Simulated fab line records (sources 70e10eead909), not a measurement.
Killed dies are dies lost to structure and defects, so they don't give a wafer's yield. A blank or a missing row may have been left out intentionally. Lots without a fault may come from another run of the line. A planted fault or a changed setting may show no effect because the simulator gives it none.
A struck lot beside a sound one	flow nand-harc	12 out of 1302 route steps
Sound: these wafers, L238.2, L238.4, L238.6. Wafers struck: L248.1, L248.2, L248.3. At the end, the cause is stated.
Per side, at each step with rows, come the tool, then ch with its chambers, and then its first start. Under that, the readings that differ: sound wafers	struck wafers	difference of the means	sigmas: that difference in standard deviations of wafers without a fault.
alike: a reading whose means differ by less than 2 such deviations, as well as words and numbers matching on both sides. not compared: withheld readings; readings where some wafer has no value; bounds like >300 that might hide an equal value; numbers whose values overlap and for which the record gives no deviation.
The two part at a step that has a row with sigmas, a row that says differs or no value, or rows on one side only. When numbers do not overlap yet have no deviation, they are printed without sigmas and do not part them. A reading that every wafer of one side lacks parts them only if that side has two wafers or more.

first, 9 steps without rows for these wafers: NHARC_A_STAIRCASE_DEHYDRATE_433 (time 120 s); NHARC_A_STAIRCASE_HMDS_434 (time 30 s); NHARC_A_STAIRCASE_COAT_435; NHARC_A_STAIRCASE_SOFTBAKE_436 (time 170 s); NHARC_A_STAIRCASE_EBR_437; NHARC_A_STAIRCASE_EXPOSE_438 (exposes mask STAIR REV); NHARC_A_STAIRCASE_PEB_439 (peb time 130 s); NHARC_A_STAIRCASE_DEVELOP_440 (time 140 s); NHARC_A_STAIRCASE_HARDBAKE_442 (time 140 s).
NHARC_A_STAIRCASE_DESCUM_443: chemistry O2, time 3 s.
  sound on rie-diel-06 ch 0,1,2, day 23 00:59; struck on rie-diel-06 ch 0,1,3, day 27 15:39
  alike: drypump-motor-current-A, oes-product-au, rf-vpp-V, showerhead-plenum-p-Torr, throttle-valve-pct
  not compared: rf-hours-counter-h
NHARC_A_STAIRCASE_ETCH_444: etches the open film in C4F8/O2, target depth 20400 nm, time 6800 s.
  sound on rie-diel-06 ch 0,2,3, day 23 01:12; struck on rie-diel-06 ch 1,2,3, day 27 15:44
reading	sound	struck	difference	sigmas
oes-product-au (a.u.)	0.950 0.951 0.939	0.700 0.713 0.706	-0.240	-17
rf-fwd-power-W (W)	598.7 600.6 598.2	361.7 359.9 359.9	-238.7	-99 or more
  alike: rf-vpp-V
  not compared: rf-hours-counter-h
then, 1 step without rows for these wafers: NHARC_END_SORT_01.

WHERE THEY PART
NHARC_A_STAIRCASE_ETCH_444 only, going by this record.

WHY: what had been put in by the simulator
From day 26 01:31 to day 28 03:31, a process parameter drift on rie-diel-06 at NHARC_A_STAIRCASE_ETCH_444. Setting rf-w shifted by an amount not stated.
